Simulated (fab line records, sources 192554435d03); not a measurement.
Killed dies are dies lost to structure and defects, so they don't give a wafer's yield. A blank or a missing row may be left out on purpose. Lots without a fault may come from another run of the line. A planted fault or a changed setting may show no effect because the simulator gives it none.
One fault seen from 3 desks | flow n5_finfet | each desk has only its own numbers; what lay behind them comes last

THE TOOL OWNER'S DESK: rie_diel-04
The tool's own readings at N5_MIM_BOT_ETCH_ETCH_04 (etches SiNx in CF4/O2, target depth 26 nm, time 13 s): means of the sampled wafers that have a number, for each lot that ran on this tool. A lot is out of limits, marked OUT, if its mean lies more than 4 standard deviations from the usual mean; the brackets give that distance.
Columns: A = O2_flow_sccm at N5_MIM_BOT_ETCH_ETCH_04, usual 10.00 sccm; B = drypump_motor_current_A at N5_MIM_BOT_ETCH_ETCH_04, usual 5.9 A; C = oes_f_703_au at N5_MIM_BOT_ETCH_ETCH_04, usual 0.79 a.u.; D = oes_product_au at N5_MIM_BOT_ETCH_ETCH_04, usual 0.79 a.u.; E = rf_vpp_V at N5_MIM_BOT_ETCH_ETCH_04, usual 241.7 V; F = showerhead_plenum_p_Torr at N5_MIM_BOT_ETCH_ETCH_04, usual 2.18 Torr; G = throttle_valve_pct at N5_MIM_BOT_ETCH_ETCH_04, usual 15.99 %
lot  | first seen here | A     | B   | C    | D    | E     | F    | G
L367 | day 13 11:13    | 10.01 | 6.1 | 0.84 | 0.85 | 240.1 | 2.15 | 15.93
L371 | day 14 02:27    | 10.01 | 5.9 | 0.82 | 0.78 | 241.8 | 2.13 | 15.97
L376 | day 15 07:17    | 9.98  | 6.2 | 0.80 | 0.77 | 241.1 | 2.14 | 15.96
L374 | day 15 16:01    | 10.00 | 6.0 | 0.81 | 0.74 | 241.1 | 2.23 | 15.95
This desk's finding: nothing out of limits on any of the 4 lots.

THE METROLOGY DESK
What the gauges read, lot by lot, whatever tool the lot ran on: means of the sampled wafers that have a number. A lot is out of limits, marked OUT, if its mean lies more than 4 standard deviations from the usual mean; the brackets give that distance.
Columns: A = cd_nm at N5_MIM_BOT_LITHO_CD_MEAS_08, usual 3000.0 nm; B = MIM_BOT_OVL at N5_MIM_BOT_LITHO_OVL_MEAS_11, usual 0 nm
lot  | first seen here | A      | B
L367 | day 13 11:04    | 3000.4 | 2
L371 | day 14 02:18    | 2999.1 | -0
L376 | day 15 06:58    | 3001.1 | 1
L374 | day 15 15:45    | 3001.1 | 5
L378 | day 16 04:58    | 2998.4 | 1
L379 | day 16 20:55    | 3001.0 | 0
L383 | day 17 11:25    | 3001.8 | -3
This desk's finding: nothing out of limits on any of the 7 lots.

THE DEFECT DESK
What the inspections along the route counted, lot by lot: means of the sampled wafers that have a number. A lot is out of limits, marked OUT, if its mean lies more than 4 standard deviations from the usual mean; the brackets give that distance.
Columns: A = raw_defect_count at N5_MIM_BOT_LITHO_INSPECT_12, usual 2.1
lot  | first seen here | A
L367 | day 13 11:07    | 2.0
L371 | day 14 02:21    | 2.0
L376 | day 15 07:01    | 2.0
L374 | day 15 15:49    | 3.5
L378 | day 16 05:01    | 2.0
L379 | day 16 20:59    | 1.0
L383 | day 17 11:28    | 2.0
This desk's finding: nothing out of limits on any of the 7 lots.

PUT TOGETHER
The tool owner's desk saw nothing out of limits.
The metrology desk saw nothing out of limits.
The defect desk saw nothing out of limits.

WHAT THE SIMULATOR HAD PUT IN
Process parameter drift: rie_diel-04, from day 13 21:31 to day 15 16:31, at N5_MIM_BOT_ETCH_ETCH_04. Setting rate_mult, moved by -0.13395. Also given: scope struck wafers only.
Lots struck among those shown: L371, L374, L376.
